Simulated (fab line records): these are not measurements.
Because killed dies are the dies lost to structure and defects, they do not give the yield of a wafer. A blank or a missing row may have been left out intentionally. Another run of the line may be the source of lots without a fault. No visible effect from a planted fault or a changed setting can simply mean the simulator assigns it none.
Split-lot study	flow n5_finfet	route with 1938 steps; 7 lots, 21 wafers read

== ON THE SPLIT ==
At N5_BEOL_M9_EXPOSE_08 (exposes mask M9), the setting dose_mj was moved away from the recipe's 53.75 on 6 of the 21 wafers read, by -4.0% to +2.6%. For the rest of the wafers, this setting stayed at what the recipe calls for.

== FROM THE SPLIT TO THE READING: what the file shows between them, 2 steps ==
- N5_BEOL_M9_PEB_09: peb time 60 s
- N5_BEOL_M9_DEVELOP_10: develop time 30 s

== THE READING ==
cd_nm at N5_BEOL_M9_CD_MEAS_11, given in nm (cd target 64.1 nm). Fault-free wafers of this fab line usually give 64.3 nm, standard deviation 0.69 nm.

wafer	tool, chamber at the split	dose_mj as run	against the recipe	cd_nm, nm	against lot-mates on the recipe
L085.2	arfi_scanner-01, 0	51.99	-3.3%	62.9	-2.1
L085.4	arfi_scanner-01, 0	51.99	-3.3%	63.1	-1.9
L085.6	arfi_scanner-01, 0	53.75	recipe	65.0	-
L090.2	arfi_scanner-03, 0	53.75	recipe	65.0	-
L090.3	arfi_scanner-03, 0	53.75	recipe	64.4	-
L090.5	arfi_scanner-03, 0	51.62	-4.0%	63.1	-1.6
L091.1	arfi_scanner-02, 0	52.24	-2.8%	62.2	-1.5
L091.3	arfi_scanner-02, 0	53.75	recipe	64.2	-
L091.6	arfi_scanner-02, 0	53.75	recipe	63.3	-
L092.1	arfi_scanner-01, 0	55.15	+2.6%	65.6	+2.3
L092.5	arfi_scanner-01, 0	53.75	recipe	63.3	-
L092.6	arfi_scanner-01, 0	55.15	+2.6%	66.2	+2.9
L094.2	arfi_scanner-03, 0	53.75	recipe	64.0	-
L094.3	arfi_scanner-03, 0	53.75	recipe	64.4	-
L094.5	arfi_scanner-03, 0	53.75	recipe	63.7	-
L095.1	arfi_scanner-01, 0	53.75	recipe	64.3	-
L095.2	arfi_scanner-01, 0	53.75	recipe	63.4	-
L095.5	arfi_scanner-01, 0	53.75	recipe	63.4	-
L096.2	arfi_scanner-01, 0	53.75	recipe	64.0	-
L096.5	arfi_scanner-01, 0	53.75	recipe	64.7	-
L096.6	arfi_scanner-01, 0	53.75	recipe	63.4	-

THE FIT
A straight line over all 21 wafers: cd_nm changes by +0.449 nm for each +1% of dose_mj; r = +0.78; the points scatter about the line by 0.62 nm.
The same after taking each lot's own level away (the mean of its wafers on the recipe; 21 wafers): +0.659 nm for each +1%; r = +0.92; scatter 0.49 nm.
According to that fit, moving dose_mj by its largest amount changes the reading by 2.6 nm.
Measured against the standard deviation above, the lots' own levels, which go from 63.30 to 65.00 nm, span 2.5 times it.
So the lot-to-lot level blurs the effect unless lot-mates are compared.
Check: with one of the wafers moved furthest among these (-4.0%) left out of the fit, the line predicts -2.78 nm for it against its lot-mates. It came out at -1.6 nm against them.

== ADDITIONAL SPLITS CARRIED BY THESE WAFERS ==
These wafers also went through other splits before the reading. Each is held against what the fit with the lots' levels taken away leaves over:
other split on the same wafers	wafers away from the commonest value	r with cd_nm (lot level and that fit taken away)
N5_BEOL_M5_ILD_DEP_00 temp_c	7	-0.19
N5_BEOL_M6_COAT_63 spin_rpm	7	-0.18
N5_BEOL_M6_COAT_22 spin_rpm	9	-0.03
N5_BEOL_M7_HM_DEP_02 target_thk_a	6	-0.04
N5_BEOL_M8_ILD_DEP_00 time_s	7	-0.09
N5_BEOL_M9_PECVD_70 time_s	7	-0.07

== FILE'S OWN FIT ==
cd_nm changes by +0.58 nm for each +1% of dose_mj, r = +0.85.
